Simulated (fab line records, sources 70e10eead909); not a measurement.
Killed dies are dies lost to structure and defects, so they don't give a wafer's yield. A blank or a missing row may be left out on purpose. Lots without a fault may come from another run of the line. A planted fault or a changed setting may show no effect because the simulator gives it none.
Which tool did it? | flow nand_harc | 6 lots, 18 wafers sampled, at 5 steps of a route of 1302

WHAT THE GAUGES READ, wafer by wafer
NHARC_END_SORT_01.
lot  | measured     | on        | killed_at_periphery
L956 | day 29 06:05 | prober-01 | 75 63 71
L961 | day 31 09:19 | prober-01 | 3 1 1
L963 | day 32 17:53 | prober-01 | 2 2 2

WHICH TOOL RAN EACH LOT (tool, then ch and the chambers of the sampled wafers, then the start)
lot  | NHARC_P_M2_PVD_21            | NHARC_THIN_TSV_DEP_43         | NHARC_THIN_TSV_PRE_CLEAN_50             | NHARC_THIN_TSV_ETCH_36
L945 | pvd_sputter-02, day 7 01:52  | pecvd-03 ch 1,2, day 24 16:41 | pvd_sputter-01, day 25 00:13 or earlier | rie_metal-03 ch 0, day 25 00:13
L948 | pvd_sputter-02, day 8 07:19  | pecvd-02 ch 0,2, day 25 05:46 | pvd_sputter-02, day 25 13:05 or earlier | rie_metal-02 ch 0,1, day 25 13:05
L956 | pvd_sputter-03, day 11 15:08 | pecvd-02 ch 0,1, day 28 12:45 | pvd_sputter-03, day 28 19:59 or earlier | rie_metal-02 ch 0,1, day 28 19:59
L961 | pvd_sputter-01, day 13 17:44 | pecvd-04 ch 1,2, day 30 15:41 | pvd_sputter-03, day 30 22:45 or earlier | rie_metal-01 ch 0,1, day 30 22:45
L963 | pvd_sputter-01, day 14 18:59 | pecvd-04 ch 0,1, day 32 01:59 | pvd_sputter-02, day 32 09:28 or earlier | rie_metal-02 ch 0,1, day 32 09:28
L965 | pvd_sputter-01, day 15 02:14 | pecvd-02 ch 0,1, day 32 13:35 | pvd_sputter-01, day 32 20:41 or earlier | rie_metal-01 ch 0,1, day 32 20:41
- NHARC_P_M2_PVD_21: deposits Cu, target thk 30 nm, time 20.49 s.
- NHARC_THIN_TSV_DEP_43: deposits SiO2, target thk 1328.5 nm.
- NHARC_THIN_TSV_PRE_CLEAN_50: time 30 s.
- NHARC_THIN_TSV_ETCH_36: etches the open film in Cl2/BCl3, target depth 65 nm, time 18.571 s.

THE ANSWER, worked out from the rows above alone
Rule: what is usual is taken from the lots themselves. Put in order of their means at a reading, lots are off if they are a third of the lots or fewer, leave a main group of 4 or more, and stand apart from it by a gap of 3 or more times the standard deviation of the main group's means; of several such gaps the widest counts. A main group whose means are all the same, to the digits that the tables above print for the reading, isn't used. A lot without any number at a reading at which 4 lots or more have one is off too. The other lots that the step has rows for count as sound.
No lot is off at any reading shown: from this, nothing can be told.

WHAT THE SIMULATOR HAD PUT IN
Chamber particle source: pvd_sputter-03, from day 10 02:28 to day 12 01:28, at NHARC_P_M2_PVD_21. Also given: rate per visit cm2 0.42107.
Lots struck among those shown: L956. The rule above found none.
